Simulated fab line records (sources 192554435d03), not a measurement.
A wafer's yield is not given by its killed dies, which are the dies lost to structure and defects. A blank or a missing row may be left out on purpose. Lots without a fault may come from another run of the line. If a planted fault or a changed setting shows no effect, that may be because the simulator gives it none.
Which tool was responsible? / flow n5_finfet / 15 lots, 43 wafers sampled, at 6 steps of a route of 1938

== WHAT THE GAUGES SHOWED, per wafer ==
N5_SD_EPI_N_CD_MEAS_09 targets a cd of 120 nm.
lot=L445; measured=day 3 00:16; on=cd_sem-02; cd_nm (nm)=120.4 121.9 122.1
lot=L446; measured=day 3 11:19; on=cd_sem-01; cd_nm (nm)=120.5 121.1 121.8
lot=L447; measured=day 3 12:40; on=cd_sem-03; cd_nm (nm)=119.4 121.4 119.8
lot=L450; measured=day 4 09:07; on=cd_sem-01; cd_nm (nm)=119.7 120.2 120.0
lot=L452; measured=day 4 21:25; on=cd_sem-02; cd_nm (nm)=119.5 118.3 120.0
lot=L453; measured=day 5 00:43; on=cd_sem-03; cd_nm (nm)=121.7 120.7 120.5
lot=L454; measured=day 5 07:05; on=cd_sem-02; cd_nm (nm)=120.6 120.3 119.7
lot=L455; measured=day 5 16:11; on=cd_sem-02; cd_nm (nm)=120.2 119.8 120.7
lot=L456; measured=day 5 21:13; on=cd_sem-01; cd_nm (nm)=119.1 120.1 120.1
lot=L457; measured=day 6 02:55; on=cd_sem-03; cd_nm (nm)=119.9 120.8 119.5
lot=L458; measured=day 6 08:59; on=cd_sem-02; cd_nm (nm)=120.8 120.0 120.2
lot=L459; measured=day 6 13:19; on=cd_sem-01; cd_nm (nm)=119.1 119.7 119.6
lot=L465; measured=day 8 03:16; on=cd_sem-03; cd_nm (nm)=116.2 121.3 115.3
lot=L466; measured=day 8 07:14; on=cd_sem-01; cd_nm (nm)=120.1 116.6
lot=L467; measured=day 8 15:01; on=cd_sem-02; cd_nm (nm)=119.7 115.4

N5_BEOL_M4_RC_MEAS_101.
lot=L445; measured=day 7 15:10; on=prober-02; DIBL_N (mV/V)=34.6 32.9 34.0; DIBL_P (mV/V)=35.2 34.3 36.4; IOFF_N (nA/um)=0.150 0.119 0.145; IOFF_P (nA/um)=0.16 0.15 0.17; ION_N (uA/um)=674 660 677; ION_P (uA/um)=449 454 459; SS_N (mV/dec)=71.1 70.7 71.5; SS_P (mV/dec)=72.6 72.5 73.4; VT_N (mV)=252 253 251; VT_P (mV)=-258 -257 -255
lot=L446; measured=day 8 02:58; on=prober-01; DIBL_N (mV/V)=37.7 36.9 36.8; DIBL_P (mV/V)=38.6 36.7 37.4; IOFF_N (nA/um)=0.156 0.151 0.145; IOFF_P (nA/um)=0.22 0.20 0.21; ION_N (uA/um)=647 672 674; ION_P (uA/um)=451 461 464; SS_N (mV/dec)=72.1 70.9 70.4; SS_P (mV/dec)=73.9 72.5 73.5; VT_N (mV)=252 252 250; VT_P (mV)=-247 -248 -248
lot=L447; measured=day 8 00:16; on=prober-01; DIBL_N (mV/V)=35.3 34.6 35.5; DIBL_P (mV/V)=35.9 34.8 35.3; IOFF_N (nA/um)=0.161 0.154 0.159; IOFF_P (nA/um)=0.22 0.20 0.22; ION_N (uA/um)=685 675 682; ION_P (uA/um)=471 462 471; SS_N (mV/dec)=71.8 71.3 72.4; SS_P (mV/dec)=73.3 73.1 72.5; VT_N (mV)=252 250 252; VT_P (mV)=-248 -248 -248
lot=L450; measured=day 9 04:34; on=prober-01; DIBL_N (mV/V)=37.6 37.9 36.8; DIBL_P (mV/V)=36.9 37.5 35.5; IOFF_N (nA/um)=0.169 0.162 0.147; IOFF_P (nA/um)=0.20 0.22 0.18; ION_N (uA/um)=693 684 675; ION_P (uA/um)=465 461 462; SS_N (mV/dec)=71.9 71.7 71.4; SS_P (mV/dec)=73.8 74.0 72.9; VT_N (mV)=245 247 251; VT_P (mV)=-252 -249 -254
lot=L452; measured=day 9 10:25; on=prober-01; DIBL_N (mV/V)=38.1 37.8 37.9; DIBL_P (mV/V)=36.8 36.6 36.3; IOFF_N (nA/um)=0.191 0.178 0.174; IOFF_P (nA/um)=0.26 0.26 0.23; ION_N (uA/um)=692 686 685; ION_P (uA/um)=481 475 468; SS_N (mV/dec)=71.9 71.9 71.4; SS_P (mV/dec)=72.9 73.2 73.2; VT_N (mV)=247 247 248; VT_P (mV)=-244 -242 -246
lot=L453; measured=day 9 12:13; on=prober-01; DIBL_N (mV/V)=33.9 36.2 36.4; DIBL_P (mV/V)=31.6 35.5 35.4; IOFF_N (nA/um)=0.107 0.157 0.153; IOFF_P (nA/um)=0.17 0.23 0.22; ION_N (uA/um)=652 682 667; ION_P (uA/um)=459 474 462; SS_N (mV/dec)=70.5 71.4 71.6; SS_P (mV/dec)=72.6 73.2 73.1; VT_N (mV)=255 250 250; VT_P (mV)=-251 -246 -247
lot=L454; measured=day 10 02:16; on=prober-02; DIBL_N (mV/V)=34.6 35.9 35.2; DIBL_P (mV/V)=34.3 35.7 34.7; IOFF_N (nA/um)=0.121 0.136 0.137; IOFF_P (nA/um)=0.19 0.21 0.19; ION_N (uA/um)=663 674 677; ION_P (uA/um)=457 467 468; SS_N (mV/dec)=70.1 71.3 70.8; SS_P (mV/dec)=73.5 72.8 72.4; VT_N (mV)=253 252 250; VT_P (mV)=-249 -247 -249
lot=L455; measured=day 10 05:30; on=prober-01; DIBL_N (mV/V)=38.0 34.9 33.6; DIBL_P (mV/V)=37.4 34.3 32.3; IOFF_N (nA/um)=0.178 0.117 0.105; IOFF_P (nA/um)=0.21 0.17 0.14; ION_N (uA/um)=676 656 661; ION_P (uA/um)=456 454 450; SS_N (mV/dec)=71.5 71.0 69.8; SS_P (mV/dec)=73.8 73.0 72.1; VT_N (mV)=252 255 255; VT_P (mV)=-254 -252 -256
lot=L456; measured=day 10 15:32; on=prober-01; DIBL_N (mV/V)=35.1 35.3 34.7; DIBL_P (mV/V)=34.7 35.3 34.5; IOFF_N (nA/um)=0.135 0.146 0.150; IOFF_P (nA/um)=0.18 0.18 0.18; ION_N (uA/um)=666 673 697; ION_P (uA/um)=458 456 468; SS_N (mV/dec)=71.8 71.5 70.6; SS_P (mV/dec)=71.9 72.5 72.7; VT_N (mV)=252 249 248; VT_P (mV)=-251 -251 -251
lot=L457; measured=day 11 02:08; on=prober-01; DIBL_N (mV/V)=35.6 34.6 34.9; DIBL_P (mV/V)=36.3 35.0 35.4; IOFF_N (nA/um)=0.158 0.145 0.152; IOFF_P (nA/um)=0.21 0.18 0.20; ION_N (uA/um)=679 681 679; ION_P (uA/um)=466 462 460; SS_N (mV/dec)=71.1 71.2 71.2; SS_P (mV/dec)=73.5 72.8 73.0; VT_N (mV)=248 251 250; VT_P (mV)=-252 -250 -249
lot=L458; measured=day 11 07:08; on=prober-02; DIBL_N (mV/V)=39.7 36.7 38.2; DIBL_P (mV/V)=38.6 35.2 37.0; IOFF_N (nA/um)=0.244 0.162 0.192; IOFF_P (nA/um)=0.31 0.25 0.27; ION_N (uA/um)=677 668 669; ION_P (uA/um)=467 468 459; SS_N (mV/dec)=73.2 72.6 72.4; SS_P (mV/dec)=74.3 73.2 74.0; VT_N (mV)=245 252 248; VT_P (mV)=-242 -243 -248
lot=L459; measured=day 11 04:51; on=prober-01; DIBL_N (mV/V)=34.9 34.6 34.2; DIBL_P (mV/V)=35.3 34.7 35.1; IOFF_N (nA/um)=0.141 0.142 0.134; IOFF_P (nA/um)=0.21 0.21 0.21; ION_N (uA/um)=672 671 673; ION_P (uA/um)=466 473 463; SS_N (mV/dec)=71.2 70.9 70.0; SS_P (mV/dec)=72.7 72.8 72.3; VT_N (mV)=251 252 249; VT_P (mV)=-248 -251 -251
lot=L465; measured=day 12 19:14; on=prober-02; DIBL_N (mV/V)=36.4 39.3 37.4; DIBL_P (mV/V)=33.2 36.0 35.8; IOFF_N (nA/um)=0.145 0.208 0.170; IOFF_P (nA/um)=0.16 0.19 0.20; ION_N (uA/um)=671 659 685; ION_P (uA/um)=454 443 459; SS_N (mV/dec)=71.8 72.7 71.3; SS_P (mV/dec)=73.0 73.9 73.8; VT_N (mV)=253 249 249; VT_P (mV)=-257 -253 -250
lot=L466; measured=day 13 02:28; on=prober-01; DIBL_N (mV/V)=37.8 36.1; DIBL_P (mV/V)=39.5 36.8; IOFF_N (nA/um)=0.181 0.140; IOFF_P (nA/um)=0.24 0.20; ION_N (uA/um)=684 661; ION_P (uA/um)=462 454; SS_N (mV/dec)=71.2 71.8; SS_P (mV/dec)=73.9 73.3; VT_N (mV)=247 253; VT_P (mV)=-249 -249
lot=L467; measured=day 13 19:02; on=prober-02; DIBL_N (mV/V)=38.4 35.3; DIBL_P (mV/V)=37.4 33.1; IOFF_N (nA/um)=0.197 0.138; IOFF_P (nA/um)=0.24 0.18; ION_N (uA/um)=691 682; ION_P (uA/um)=478 464; SS_N (mV/dec)=71.6 71.0; SS_P (mV/dec)=72.5 71.9; VT_N (mV)=246 254; VT_P (mV)=-247 -250

== WHICH TOOL RAN EACH LOT (tool, then ch and the chambers of the sampled wafers, then the start) ==
lot=L445; N5_DUMMY_GATE_ETCH_37=rie_diel-02 ch 0,2, day 2 21:51; N5_DUMMY_GATE_ETCH_42=rie_diel-02 ch 0,1, day 2 23:01; N5_SD_EPI_N_PEB_07=litho_track-03 ch 0, day 3 00:11; N5_SD_EPI_N_ETCHBACK_44=rie_diel-03 ch 1,3, day 3 00:46
lot=L446; N5_DUMMY_GATE_ETCH_37=rie_diel-01 ch 0,3, day 3 08:38; N5_DUMMY_GATE_ETCH_42=rie_diel-02 ch 0,1, day 3 09:57; N5_SD_EPI_N_PEB_07=litho_track-03 ch 0, day 3 11:15; N5_SD_EPI_N_ETCHBACK_44=rie_diel-03 ch 1,2,3, day 3 11:49
lot=L447; N5_DUMMY_GATE_ETCH_37=rie_diel-01 ch 1,2,3, day 3 10:30; N5_DUMMY_GATE_ETCH_42=rie_diel-02 ch 0,1,3, day 3 11:33; N5_SD_EPI_N_PEB_07=litho_track-05 ch 0, day 3 12:35; N5_SD_EPI_N_ETCHBACK_44=rie_diel-05 ch 0,3, day 3 13:10
lot=L450; N5_DUMMY_GATE_ETCH_37=rie_diel-01 ch 0,1, day 4 06:07; N5_DUMMY_GATE_ETCH_42=rie_diel-04 ch 0,2,3, day 4 06:53; N5_SD_EPI_N_PEB_07=litho_track-05 ch 0, day 4 09:02; N5_SD_EPI_N_ETCHBACK_44=rie_diel-05 ch 0,1,2, day 4 09:46
lot=L452; N5_DUMMY_GATE_ETCH_37=rie_diel-01 ch 0,1,3, day 4 19:25; N5_DUMMY_GATE_ETCH_42=rie_diel-01 ch 0,2,3, day 4 20:11; N5_SD_EPI_N_PEB_07=litho_track-05 ch 0, day 4 21:21; N5_SD_EPI_N_ETCHBACK_44=rie_diel-03 ch 2,3, day 4 21:56
lot=L453; N5_DUMMY_GATE_ETCH_37=rie_diel-04 ch 0,1, day 4 22:41; N5_DUMMY_GATE_ETCH_42=rie_diel-02 ch 0,3, day 4 23:28; N5_SD_EPI_N_PEB_07=litho_track-03 ch 0, day 5 00:38; N5_SD_EPI_N_ETCHBACK_44=rie_diel-06 ch 1,2, day 5 01:13
lot=L454; N5_DUMMY_GATE_ETCH_37=rie_diel-02 ch 0,2,3, day 5 04:48; N5_DUMMY_GATE_ETCH_42=rie_diel-01 ch 0,1,2, day 5 05:46; N5_SD_EPI_N_PEB_07=litho_track-01 ch 0, day 5 07:01; N5_SD_EPI_N_ETCHBACK_44=rie_diel-06 ch 0,1,2, day 5 07:36
lot=L455; N5_DUMMY_GATE_ETCH_37=rie_diel-02 ch 1,2,3, day 5 14:11; N5_DUMMY_GATE_ETCH_42=rie_diel-01 ch 0,1,2, day 5 14:57; N5_SD_EPI_N_PEB_07=litho_track-03 ch 0, day 5 16:07; N5_SD_EPI_N_ETCHBACK_44=rie_diel-06 ch 1,2,3, day 5 16:41
lot=L456; N5_DUMMY_GATE_ETCH_37=rie_diel-04 ch 0,1,3, day 5 18:56; N5_DUMMY_GATE_ETCH_42=rie_diel-04 ch 0,1,3, day 5 19:53; N5_SD_EPI_N_PEB_07=litho_track-03 ch 0, day 5 21:08; N5_SD_EPI_N_ETCHBACK_44=rie_diel-05 ch 0,1,3, day 5 21:43
lot=L457; N5_DUMMY_GATE_ETCH_37=rie_diel-02 ch 1,2,3, day 6 00:41; N5_DUMMY_GATE_ETCH_42=rie_diel-01 ch 0,1,3, day 6 01:36; N5_SD_EPI_N_PEB_07=litho_track-03 ch 0, day 6 02:52; N5_SD_EPI_N_ETCHBACK_44=rie_diel-03 ch 2,3, day 6 03:26
lot=L458; N5_DUMMY_GATE_ETCH_37=rie_diel-01 ch 1,2, day 6 06:53; N5_DUMMY_GATE_ETCH_42=rie_diel-04 ch 1,3, day 6 07:46; N5_SD_EPI_N_PEB_07=litho_track-01 ch 0, day 6 08:56; N5_SD_EPI_N_ETCHBACK_44=rie_diel-05 ch 0,2, day 6 09:30
lot=L459; N5_DUMMY_GATE_ETCH_37=rie_diel-02 ch 0,2,3, day 6 11:09; N5_DUMMY_GATE_ETCH_42=rie_diel-01 ch 0,1, day 6 11:56; N5_SD_EPI_N_PEB_07=litho_track-01 ch 0, day 6 13:15; N5_SD_EPI_N_ETCHBACK_44=rie_diel-06 ch 1,3, day 6 14:30
lot=L465; N5_DUMMY_GATE_ETCH_37=rie_diel-02 ch 0,1, day 8 01:19; N5_DUMMY_GATE_ETCH_42=rie_diel-02 ch 0,2, day 8 02:05; N5_SD_EPI_N_PEB_07=litho_track-05 ch 0, day 8 03:11; N5_SD_EPI_N_ETCHBACK_44=rie_diel-05 ch 1,3, day 8 04:01
lot=L466; N5_DUMMY_GATE_ETCH_37=rie_diel-02 ch 2,3, day 8 05:10; N5_DUMMY_GATE_ETCH_42=rie_diel-01 ch 0,3, day 8 06:07; N5_SD_EPI_N_PEB_07=litho_track-05 ch 0, day 8 07:10; N5_SD_EPI_N_ETCHBACK_44=rie_diel-06 ch 0,3, day 8 07:44
lot=L467; N5_DUMMY_GATE_ETCH_37=rie_diel-02 ch 2,3, day 8 11:59; N5_DUMMY_GATE_ETCH_42=rie_diel-01 ch 0, day 8 13:01; N5_SD_EPI_N_PEB_07=litho_track-05 ch 0, day 8 14:57; N5_SD_EPI_N_ETCHBACK_44=rie_diel-03 ch 1, day 8 15:31
- N5_DUMMY_GATE_ETCH_37: etches SOC in N2/H2, target depth 60 nm, overetch 30 nm.
- N5_DUMMY_GATE_ETCH_42: etches SiO2 in CHF3/O2, target depth 3.5 nm, time 31 s.
- N5_SD_EPI_N_PEB_07: peb time 60 s.
- N5_SD_EPI_N_ETCHBACK_44: etches SiNx in CH3F/O2, stops on SiO2, target depth 14.5 nm.

== AS READ BY THE TOOLS THEMSELVES (means over the sampled wafers that have a number; for cases with no such wafer, the mark the record gives instead) ==
N5_DUMMY_GATE_ETCH_37.
lot=L445; tool=rie_diel-02; drypump_motor_current_A (A)=6.0; oes_product_au (a.u.)=0.57; rf_vpp_V (V)=524.9; showerhead_plenum_p_Torr (Torr)=2.60; throttle_valve_pct (%)=17.73
lot=L446; tool=rie_diel-01; drypump_motor_current_A (A)=5.6; oes_product_au (a.u.)=0.62; rf_vpp_V (V)=527.5; showerhead_plenum_p_Torr (Torr)=2.65; throttle_valve_pct (%)=17.63
lot=L447; tool=rie_diel-01; drypump_motor_current_A (A)=5.7; oes_product_au (a.u.)=0.58; rf_vpp_V (V)=525.3; showerhead_plenum_p_Torr (Torr)=2.56; throttle_valve_pct (%)=17.74
lot=L450; tool=rie_diel-01; drypump_motor_current_A (A)=5.8; oes_product_au (a.u.)=0.60; rf_vpp_V (V)=524.7; showerhead_plenum_p_Torr (Torr)=2.56; throttle_valve_pct (%)=17.63
lot=L452; tool=rie_diel-01; drypump_motor_current_A (A)=5.7; oes_product_au (a.u.)=0.60; rf_vpp_V (V)=525.4; showerhead_plenum_p_Torr (Torr)=2.61; throttle_valve_pct (%)=17.64
lot=L453; tool=rie_diel-04; drypump_motor_current_A (A)=5.3; oes_product_au (a.u.)=0.56; rf_vpp_V (V)=524.2; showerhead_plenum_p_Torr (Torr)=2.54; throttle_valve_pct (%)=17.94
lot=L454; tool=rie_diel-02; drypump_motor_current_A (A)=5.5; oes_product_au (a.u.)=0.62; rf_vpp_V (V)=523.7; showerhead_plenum_p_Torr (Torr)=2.56; throttle_valve_pct (%)=17.80
lot=L455; tool=rie_diel-02; drypump_motor_current_A (A)=5.2; oes_product_au (a.u.)=0.63; rf_vpp_V (V)=524.4; showerhead_plenum_p_Torr (Torr)=2.56; throttle_valve_pct (%)=17.78
lot=L456; tool=rie_diel-04; drypump_motor_current_A (A)=5.5; oes_product_au (a.u.)=0.56; rf_vpp_V (V)=522.6; showerhead_plenum_p_Torr (Torr)=2.51; throttle_valve_pct (%)=17.98
lot=L457; tool=rie_diel-02; drypump_motor_current_A (A)=5.2; oes_product_au (a.u.)=0.63; rf_vpp_V (V)=523.7; showerhead_plenum_p_Torr (Torr)=2.55; throttle_valve_pct (%)=17.79
lot=L458; tool=rie_diel-01; drypump_motor_current_A (A)=5.8; oes_product_au (a.u.)=0.55; rf_vpp_V (V)=522.9; showerhead_plenum_p_Torr (Torr)=2.51; throttle_valve_pct (%)=17.77
lot=L459; tool=rie_diel-02; drypump_motor_current_A (A)=5.5; oes_product_au (a.u.)=0.61; rf_vpp_V (V)=523.6; showerhead_plenum_p_Torr (Torr)=2.55; throttle_valve_pct (%)=17.82
lot=L465; tool=rie_diel-02; drypump_motor_current_A (A)=6.2; oes_product_au (a.u.)=0.55; rf_vpp_V (V)=526.2; showerhead_plenum_p_Torr (Torr)=2.61; throttle_valve_pct (%)=17.78
lot=L466; tool=rie_diel-02; drypump_motor_current_A (A)=5.0; oes_product_au (a.u.)=0.63; rf_vpp_V (V)=522.4; showerhead_plenum_p_Torr (Torr)=2.52; throttle_valve_pct (%)=17.84
lot=L467; tool=rie_diel-02; drypump_motor_current_A (A)=5.0; oes_product_au (a.u.)=0.64; rf_vpp_V (V)=523.8; showerhead_plenum_p_Torr (Torr)=2.52; throttle_valve_pct (%)=17.86

N5_DUMMY_GATE_ETCH_42.
lot=L445; tool=rie_diel-02; drypump_motor_current_A (A)=6.2; oes_f_703_au (a.u.)=0.75; oes_product_au (a.u.)=0.74; rf_vpp_V (V)=41.5; showerhead_plenum_p_Torr (Torr)=2.50; throttle_valve_pct (%)=18.71
lot=L446; tool=rie_diel-02; drypump_motor_current_A (A)=6.2; oes_f_703_au (a.u.)=0.75; oes_product_au (a.u.)=0.73; rf_vpp_V (V)=41.9; showerhead_plenum_p_Torr (Torr)=2.50; throttle_valve_pct (%)=18.71
lot=L447; tool=rie_diel-02; drypump_motor_current_A (A)=5.7; oes_f_703_au (a.u.)=0.83; oes_product_au (a.u.)=0.82; rf_vpp_V (V)=41.2; showerhead_plenum_p_Torr (Torr)=2.46; throttle_valve_pct (%)=18.76
lot=L450; tool=rie_diel-04; drypump_motor_current_A (A)=5.3; oes_f_703_au (a.u.)=0.71; oes_product_au (a.u.)=0.69; rf_vpp_V (V)=42.1; showerhead_plenum_p_Torr (Torr)=2.31; throttle_valve_pct (%)=18.97
lot=L452; tool=rie_diel-01; drypump_motor_current_A (A)=5.5; oes_f_703_au (a.u.)=0.79; oes_product_au (a.u.)=0.79; rf_vpp_V (V)=42.8; showerhead_plenum_p_Torr (Torr)=2.49; throttle_valve_pct (%)=18.80
lot=L453; tool=rie_diel-02; drypump_motor_current_A (A)=6.0; oes_f_703_au (a.u.)=0.79; oes_product_au (a.u.)=0.77; rf_vpp_V (V)=41.8; showerhead_plenum_p_Torr (Torr)=2.44; throttle_valve_pct (%)=18.68
lot=L454; tool=rie_diel-01; drypump_motor_current_A (A)=5.6; oes_f_703_au (a.u.)=0.79; oes_product_au (a.u.)=0.77; rf_vpp_V (V)=43.3; showerhead_plenum_p_Torr (Torr)=2.45; throttle_valve_pct (%)=18.78
lot=L455; tool=rie_diel-01; drypump_motor_current_A (A)=5.6; oes_f_703_au (a.u.)=0.78; oes_product_au (a.u.)=0.76; rf_vpp_V (V)=42.6; showerhead_plenum_p_Torr (Torr)=2.45; throttle_valve_pct (%)=18.78
lot=L456; tool=rie_diel-04; drypump_motor_current_A (A)=5.5; oes_f_703_au (a.u.)=0.71; oes_product_au (a.u.)=0.70; rf_vpp_V (V)=42.5; showerhead_plenum_p_Torr (Torr)=2.37; throttle_valve_pct (%)=18.91
lot=L457; tool=rie_diel-01; drypump_motor_current_A (A)=5.7; oes_f_703_au (a.u.)=0.78; oes_product_au (a.u.)=0.75; rf_vpp_V (V)=43.0; showerhead_plenum_p_Torr (Torr)=2.48; throttle_valve_pct (%)=18.73
lot=L458; tool=rie_diel-04; drypump_motor_current_A (A)=5.4; oes_f_703_au (a.u.)=0.71; oes_product_au (a.u.)=0.70; rf_vpp_V (V)=42.8; showerhead_plenum_p_Torr (Torr)=2.41; throttle_valve_pct (%)=18.85
lot=L459; tool=rie_diel-01; drypump_motor_current_A (A)=5.5; oes_f_703_au (a.u.)=0.82; oes_product_au (a.u.)=0.81; rf_vpp_V (V)=43.3; showerhead_plenum_p_Torr (Torr)=2.49; throttle_valve_pct (%)=18.73
lot=L465; tool=rie_diel-02; drypump_motor_current_A (A)=6.0; oes_f_703_au (a.u.)=0.70; oes_product_au (a.u.)=0.70; rf_vpp_V (V)=42.1; showerhead_plenum_p_Torr (Torr)=2.45; throttle_valve_pct (%)=18.68
lot=L466; tool=rie_diel-01; drypump_motor_current_A (A)=5.5; oes_f_703_au (a.u.)=0.78; oes_product_au (a.u.)=0.77; rf_vpp_V (V)=42.8; showerhead_plenum_p_Torr (Torr)=2.52; throttle_valve_pct (%)=18.77
lot=L467; tool=rie_diel-01; drypump_motor_current_A (A)=5.3; oes_f_703_au (a.u.)=0.86; oes_product_au (a.u.)=0.84; rf_vpp_V (V)=43.3; showerhead_plenum_p_Torr (Torr)=2.54; throttle_valve_pct (%)=18.76

N5_SD_EPI_N_PEB_07.
lot=L445; tool=litho_track-03; chill_plate_temp_C (C)=23.18; heater_power_total_W (W)=176.7
lot=L446; tool=litho_track-03; chill_plate_temp_C (C)=22.92; heater_power_total_W (W)=174.9
lot=L447; tool=litho_track-05; chill_plate_temp_C (C)=23.04; heater_power_total_W (W)=175.4
lot=L450; tool=litho_track-05; chill_plate_temp_C (C)=22.98; heater_power_total_W (W)=174.8
lot=L452; tool=litho_track-05; chill_plate_temp_C (C)=22.94; heater_power_total_W (W)=175.9
lot=L453; tool=litho_track-03; chill_plate_temp_C (C)=22.95; heater_power_total_W (W)=174.9
lot=L454; tool=litho_track-01; chill_plate_temp_C (C)=23.07; heater_power_total_W (W)=175.6
lot=L455; tool=litho_track-03; chill_plate_temp_C (C)=22.98; heater_power_total_W (W)=174.8
lot=L456; tool=litho_track-03; chill_plate_temp_C (C)=23.17; heater_power_total_W (W)=174.8
lot=L457; tool=litho_track-03; chill_plate_temp_C (C)=22.83; heater_power_total_W (W)=173.8
lot=L458; tool=litho_track-01; chill_plate_temp_C (C)=22.81; heater_power_total_W (W)=173.3
lot=L459; tool=litho_track-01; chill_plate_temp_C (C)=22.91; heater_power_total_W (W)=175.2
lot=L465; tool=litho_track-05; chill_plate_temp_C (C)=22.89; heater_power_total_W (W)=184.8
lot=L466; tool=litho_track-05; chill_plate_temp_C (C)=23.02; heater_power_total_W (W)=181.6
lot=L467; tool=litho_track-05; chill_plate_temp_C (C)=22.96; heater_power_total_W (W)=182.1

N5_SD_EPI_N_ETCHBACK_44.
lot=L445; tool=rie_diel-03; drypump_motor_current_A (A)=5.5; oes_f_703_au (a.u.)=0.67; oes_product_au (a.u.)=0.58; rf_vpp_V (V)=302; showerhead_plenum_p_Torr (Torr)=2.00; throttle_valve_pct (%)=16.62
lot=L446; tool=rie_diel-03; drypump_motor_current_A (A)=5.7; oes_f_703_au (a.u.)=0.72; oes_product_au (a.u.)=0.61; rf_vpp_V (V)=301; showerhead_plenum_p_Torr (Torr)=1.98; throttle_valve_pct (%)=16.53
lot=L447; tool=rie_diel-05; drypump_motor_current_A (A)=5.4; oes_f_703_au (a.u.)=0.73; oes_product_au (a.u.)=0.61; rf_vpp_V (V)=297; showerhead_plenum_p_Torr (Torr)=1.98; throttle_valve_pct (%)=16.60
lot=L450; tool=rie_diel-05; drypump_motor_current_A (A)=5.5; oes_f_703_au (a.u.)=0.77; oes_product_au (a.u.)=0.64; rf_vpp_V (V)=297; showerhead_plenum_p_Torr (Torr)=2.03; throttle_valve_pct (%)=16.27
lot=L452; tool=rie_diel-03; drypump_motor_current_A (A)=5.8; oes_f_703_au (a.u.)=0.89; oes_product_au (a.u.)=0.76; rf_vpp_V (V)=298; showerhead_plenum_p_Torr (Torr)=1.95; throttle_valve_pct (%)=16.22
lot=L453; tool=rie_diel-06; drypump_motor_current_A (A)=5.6; oes_f_703_au (a.u.)=0.74; oes_product_au (a.u.)=0.62; rf_vpp_V (V)=292; showerhead_plenum_p_Torr (Torr)=1.93; throttle_valve_pct (%)=16.25
lot=L454; tool=rie_diel-06; drypump_motor_current_A (A)=5.3; oes_f_703_au (a.u.)=0.73; oes_product_au (a.u.)=0.63; rf_vpp_V (V)=297; showerhead_plenum_p_Torr (Torr)=1.99; throttle_valve_pct (%)=16.31
lot=L455; tool=rie_diel-06; drypump_motor_current_A (A)=5.8; oes_f_703_au (a.u.)=0.75; oes_product_au (a.u.)=0.63; rf_vpp_V (V)=294; showerhead_plenum_p_Torr (Torr)=1.93; throttle_valve_pct (%)=16.24
lot=L456; tool=rie_diel-05; drypump_motor_current_A (A)=5.4; oes_f_703_au (a.u.)=0.73; oes_product_au (a.u.)=0.61; rf_vpp_V (V)=295; showerhead_plenum_p_Torr (Torr)=1.99; throttle_valve_pct (%)=16.50
lot=L457; tool=rie_diel-03; drypump_motor_current_A (A)=5.8; oes_f_703_au (a.u.)=0.86; oes_product_au (a.u.)=0.74; rf_vpp_V (V)=300; showerhead_plenum_p_Torr (Torr)=1.95; throttle_valve_pct (%)=16.24
lot=L458; tool=rie_diel-05; drypump_motor_current_A (A)=5.7; oes_f_703_au (a.u.)=0.76; oes_product_au (a.u.)=0.63; rf_vpp_V (V)=294; showerhead_plenum_p_Torr (Torr)=2.02; throttle_valve_pct (%)=16.31
lot=L459; tool=rie_diel-06; drypump_motor_current_A (A)=6.1; oes_f_703_au (a.u.)=0.76; oes_product_au (a.u.)=0.64; rf_vpp_V (V)=297; showerhead_plenum_p_Torr (Torr)=1.94; throttle_valve_pct (%)=16.23
lot=L465; tool=rie_diel-05; drypump_motor_current_A (A)=5.2; oes_f_703_au (a.u.)=0.86; oes_product_au (a.u.)=0.73; rf_vpp_V (V)=301; showerhead_plenum_p_Torr (Torr)=1.97; throttle_valve_pct (%)=16.36
lot=L466; tool=rie_diel-06; drypump_motor_current_A (A)=5.7; oes_f_703_au (a.u.)=0.71; oes_product_au (a.u.)=0.60; rf_vpp_V (V)=302; showerhead_plenum_p_Torr (Torr)=1.98; throttle_valve_pct (%)=16.46
lot=L467; tool=rie_diel-03; drypump_motor_current_A (A)=5.2; oes_f_703_au (a.u.)=0.95; oes_product_au (a.u.)=0.81; rf_vpp_V (V)=308; showerhead_plenum_p_Torr (Torr)=2.04; throttle_valve_pct (%)=16.26

== THE ANSWER, worked out from the rows above alone ==
Rule: usual is defined by the lots themselves. Put in order of their means at a reading, lots are off if they are a third of the lots or fewer, leave a main group of 4 or more, and stand apart from it by a gap of 3 or more times the standard deviation of the main group's means; of several such gaps the widest counts. A main group whose means are all the same, to the digits that the tables above print for the reading, isn't used. A lot without any number at a reading at which 4 lots or more have one is off too. Where the step has rows for the other lots, those lots are counted as sound. First the gauges in route order, then the tools' own readings, where a lot's mean is used as printed above. The first step at which some lot is off is used, and at that step the reading that is off furthest; a lot without a number counts as furthest.
Off, at N5_SD_EPI_N_PEB_07 on heater_power_total_W: L465, L466, L467. Mean 175.0 W and standard deviation 0.85 in the main group.
If a tool, at that step or one of the process steps before it, ran each lot that is off and ran no sound lot following the first of them, it fits. This does not decide it: 2 tools fit, namely rie_diel-02 at N5_DUMMY_GATE_ETCH_37 and litho_track-05 at N5_SD_EPI_N_PEB_07.

== WHAT THE SIMULATOR PUT IN ==
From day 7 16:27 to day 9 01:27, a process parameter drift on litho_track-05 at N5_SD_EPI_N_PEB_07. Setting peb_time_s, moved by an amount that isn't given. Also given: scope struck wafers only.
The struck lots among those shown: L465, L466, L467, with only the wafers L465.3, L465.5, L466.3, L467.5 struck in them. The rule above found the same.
